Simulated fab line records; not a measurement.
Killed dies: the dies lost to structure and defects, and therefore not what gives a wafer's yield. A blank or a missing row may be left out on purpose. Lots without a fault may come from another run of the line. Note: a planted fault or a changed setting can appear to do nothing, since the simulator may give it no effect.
Split-lot trial -- flow n5 finfet -- 39 wafers read across 7 lots, on a route 1938 steps long

== ON THE SPLIT ==
At N5_FIN_SAQP_DEVELOP_15 (develop time 30 s), the setting develop time s was moved away from the recipe's 30 s on 12 of the 39 wafers read, by -52.7% to +26.1%. For the rest of the wafers, this setting stayed at what the recipe calls for.

The file shows no step between the split and the reading.

== THE READING ==
cd nm (nm) at N5_FIN_SAQP_CD_MEAS_16, where the cd target is 35.6 nm. Fault-free wafers of this fab line usually give 35.7 nm, standard deviation 0.33 nm.

wafer,"tool, chamber at the split","develop time s as run, s",against the recipe,"cd nm, nm",against lot-mates on the recipe
L074.1,"litho track-01, 0",14.18,-52.7%,36.9,+1.2
L074.2,"litho track-01, 0",30,recipe,35.9,-
L074.3,"litho track-01, 0",30,recipe,35.4,-
L074.4,"litho track-01, 0",14.18,-52.7%,37.5,+1.8
L074.5,"litho track-01, 0",30,recipe,35.8,-
L074.6,"litho track-01, 0",14.18,-52.7%,36.8,+1.1
L075.1,"litho track-03, 0",37.83,+26.1%,34.4,-1.1
L075.2,"litho track-03, 0",30,recipe,35.5,-
L075.3,"litho track-03, 0",30,recipe,35.5,-
L075.4,"litho track-03, 0",37.83,+26.1%,35.1,-0.4
L075.5,"litho track-03, 0",37.83,+26.1%,35.5,+0.0
L075.6,"litho track-03, 0",30,recipe,35.5,-
L081.3,"litho track-03, 0",30,recipe,35.7,-
L081.4,"litho track-03, 0",30,recipe,35.6,-
L081.6,"litho track-03, 0",30,recipe,35.4,-
L089.1,"litho track-03, 0",30,recipe,35.4,-
L089.2,"litho track-03, 0",30,recipe,35.3,-
L089.3,"litho track-03, 0",30,recipe,35.8,-
L089.4,"litho track-03, 0",30,recipe,35.4,-
L089.5,"litho track-03, 0",30,recipe,35.9,-
L089.6,"litho track-03, 0",30,recipe,36.0,-
L090.1,"litho track-03, 0",30,recipe,35.9,-
L090.2,"litho track-03, 0",19.23,-35.9%,37.0,+1.0
L090.3,"litho track-03, 0",30,recipe,36.1,-
L090.4,"litho track-03, 0",30,recipe,36.0,-
L090.5,"litho track-03, 0",19.23,-35.9%,37.0,+1.0
L090.6,"litho track-03, 0",19.23,-35.9%,36.8,+0.8
L092.1,"litho track-03, 0",30,recipe,35.4,-
L092.2,"litho track-03, 0",30,recipe,35.4,-
L092.3,"litho track-03, 0",30,recipe,35.4,-
L092.4,"litho track-03, 0",30,recipe,35.6,-
L092.5,"litho track-03, 0",30,recipe,35.1,-
L092.6,"litho track-03, 0",30,recipe,35.6,-
L095.1,"litho track-05, 0",30,recipe,35.8,-
L095.2,"litho track-05, 0",30,recipe,35.8,-
L095.3,"litho track-05, 0",16.9,-43.7%,36.8,+1.0
L095.4,"litho track-05, 0",16.9,-43.7%,36.7,+0.9
L095.5,"litho track-05, 0",30,recipe,35.8,-
L095.6,"litho track-05, 0",16.9,-43.7%,36.6,+0.8

FIT RESULTS
A straight line over all 39 wafers: cd nm changes by -0.0276 nm for each +1% of develop time s; r = -0.90; the points scatter about the line by 0.28 nm.
The same after taking each lot's own level away (the mean of its wafers on the recipe; 39 wafers): -0.0235 nm for each +1%; r = -0.91; scatter 0.23 nm.
That fit puts the effect of the largest move of develop time s on the reading at 1.2 nm.
The lots' own levels span 35.42 to 36.00 nm, that is 1.8 times the standard deviation above.
Thus the slope moves with the lot-to-lot level: the two fits are different.
Check: with one of the wafers moved furthest among these (-52.7%) left out of the fit, the line predicts +1.26 nm for it against its lot-mates. It came out at +1.2 nm against them.

== FILE'S OWN FIT ==
cd nm changes by -0.0237 nm for each +1% of develop time s, r = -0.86.
